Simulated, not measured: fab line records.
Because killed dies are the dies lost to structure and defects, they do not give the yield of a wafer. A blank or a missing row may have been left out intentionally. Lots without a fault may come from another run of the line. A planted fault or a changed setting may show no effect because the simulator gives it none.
The tool behind it: which one? | flow n5Finfet | 10 lots with 30 wafers sampled at 4 steps, on a route of 1938 steps

## WHAT THE GAUGES SHOWED, per wafer
N5_BEOL_M13_CD_MEAS_10: target cd 190 nm.
lot  | measured     | on       | cdNm (nm)
L601 | day 11 22:20 | cdSem-02 | 187.5 190.0 189.4
L603 | day 12 15:32 | cdSem-02 | 190.6 191.5 192.6
L604 | day 12 15:41 | cdSem-01 | 193.8 193.6 192.8
L605 | day 12 16:10 | cdSem-02 | 191.5 191.3 191.5
L608 | day 12 23:01 | cdSem-02 | 188.6 188.2 188.6
L609 | day 13 07:46 | cdSem-01 | 188.9 191.8 190.0
L615 | day 15 09:32 | cdSem-03 | 188.9 189.0 190.1
L616 | day 15 12:22 | cdSem-03 | 190.8 190.8 191.8
L620 | day 16 07:23 | cdSem-01 | 191.6 190.3 192.2
L624 | day 17 12:07 | cdSem-02 | 190.7 191.7 192.2

N5_BEOL_M13_CD_MEAS_28: target cd 209.5 nm.
lot  | measured     | on       | cdNm (nm)
L601 | day 11 23:39 | cdSem-03 | 208.3 208.2 210.1
L603 | day 12 16:37 | cdSem-03 | 208.4 208.7 209.1
L604 | day 12 16:51 | cdSem-01 | 208.1 209.8 210.3
L605 | day 12 17:14 | cdSem-02 | 208.9 206.3 207.3
L608 | day 13 00:08 | cdSem-02 | 209.1 208.9 208.4
L609 | day 13 08:52 | cdSem-01 | 207.7 207.5 207.5
L615 | day 15 10:30 | cdSem-03 | 221.4 222.4 222.0
L616 | day 15 13:19 | cdSem-03 | 218.1 219.3 216.9
L620 | day 16 08:30 | cdSem-01 | 209.1 209.2 210.3
L624 | day 17 13:12 | cdSem-03 | 209.8 209.7 210.0

## WHAT TOOL EACH LOT RAN ON (gives the tool, then ch and the chambers of the sampled wafers, and finally the start)
lot  | N5_BEOL_M13_ILD_DEP_00          | N5_BEOL_M13_EXPOSE_25
L601 | pecvd-01 ch 0,1, day 11 21:45   | krfScanner-01 ch 0, day 11 23:29
L603 | pecvd-01 ch 0,1,2, day 12 14:58 | krfScanner-02 ch 0, day 12 16:26
L604 | pecvd-01 ch 0,2, day 12 15:14   | krfScanner-01 ch 0, day 12 16:41
L605 | pecvd-04 ch 1,2, day 12 15:43   | krfScanner-02 ch 0, day 12 17:04
L608 | pecvd-01 ch 1,2, day 12 22:22   | krfScanner-02 ch 0, day 12 23:58
L609 | pecvd-04 ch 0,1,2, day 13 07:18 | krfScanner-01 ch 0, day 13 08:41
L615 | pecvd-01 ch 1,2, day 15 09:04   | krfScanner-02 ch 0, day 15 10:19
L616 | pecvd-02 ch 0,1,2, day 15 11:55 | krfScanner-02 ch 0, day 15 13:08
L620 | pecvd-02 ch 0,1, day 16 06:52   | krfScanner-01 ch 0, day 16 08:20
L624 | pecvd-01 ch 0,1,2, day 17 11:35 | krfScanner-01 ch 0, day 17 13:02
- N5_BEOL_M13_ILD_DEP_00: deposits SiOC from DEMS/O2, target thk 837.92 nm, time 166.4 s.
- N5_BEOL_M13_EXPOSE_25: exposes mask M13, target cd 210 nm.

## WHAT THE TOOLS THEMSELVES READ (means of the sampled wafers that have a number; where no wafer has one, the mark that the record gives instead)
N5_BEOL_M13_ILD_DEP_00.
lot  | tool     | heaterPowerW (W) | showerheadPlenumPTorr (Torr) | throttleValvePct (%)
L601 | pecvd-01 | 464              | 5.708                        | 13.2
L603 | pecvd-01 | 440              | 5.709                        | 12.3
L604 | pecvd-01 | 481              | 5.708                        | 11.5
L605 | pecvd-04 | 430              | 5.692                        | 12.4
L608 | pecvd-01 | 477              | 5.714                        | 11.6
L609 | pecvd-04 | 440              | 5.693                        | 12.2
L615 | pecvd-01 | 498              | 5.700                        | 11.7
L616 | pecvd-02 | 543              | 5.699                        | 11.4
L620 | pecvd-02 | 515              | 5.672                        | 11.5
L624 | pecvd-01 | 460              | 5.712                        | 12.5

N5_BEOL_M13_EXPOSE_25.
lot  | tool          | exposureDoseMJCm2 | reticleTempC (C)
L601 | krfScanner-01 | 21.966            | 22.92
L603 | krfScanner-02 | 21.974            | 23.09
L604 | krfScanner-01 | 21.942            | 23.06
L605 | krfScanner-02 | 21.988            | 23.12
L608 | krfScanner-02 | 21.989            | 22.95
L609 | krfScanner-01 | 21.972            | 22.94
L615 | krfScanner-02 | 24.772            | 22.93
L616 | krfScanner-02 | 24.225            | 23.06
L620 | krfScanner-01 | 21.969            | 22.96
L624 | krfScanner-01 | 22.008            | 23.04

## THE ANSWER, worked out from the rows above alone
Rule: the lots themselves supply what counts as usual. The widest of any qualifying gaps counts: lots, ordered by their means at a reading, are off when they make up no more than a third of the lots, leave a main group of 4 or more, and stand apart from it by 3 or more times the standard deviation of that group's means. A main group whose means are all the same, to the digits that the tables above print for the reading, isn't used. A lot without any number at a reading at which 4 lots or more have one is off too. The other lots that the step has rows for count as sound. The gauges are gone through in route order, then the tools' own readings, and for those a lot's mean is taken as printed above. The first step at which some lot is off is used, and at that step the reading that is off furthest; a lot without a number counts as furthest.
Off at N5_BEOL_M13_CD_MEAS_28 (cdNm): L615, L616. For the main group the mean is 208.8 nm and the standard deviation 0.8.
If a tool, at a process step before that reading, ran all the lots that are off and no sound lot after the first of them, it fits. The gauges at N5_BEOL_M13_CD_MEAS_28 aren't tried: what is off there is off at N5_BEOL_M13_EXPOSE_25 too, on other tools, and a gauge's error can't cause that. One fits: krfScanner-02 at N5_BEOL_M13_EXPOSE_25. A fault onset in the window from L608 (day 12 23:58, its last sound lot) to L615 (day 15 10:19, its first lot off) fits.
The tool's own readings at N5_BEOL_M13_EXPOSE_25 bear it out: on the lots that are off they differ by more than 5 times the standard deviation of the sound lots' means. exposureDoseMJCm2 reads 24.498 there against 21.976 on the sound lots.

## WHAT THE SIMULATOR HAD INSERTED
Process parameters drifting: krfScanner-02 at N5_BEOL_M13_EXPOSE_25, beginning at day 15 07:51. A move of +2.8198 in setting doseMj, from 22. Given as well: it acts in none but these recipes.
Shown lots that were struck: L615, L616. Same finding as the rule above.
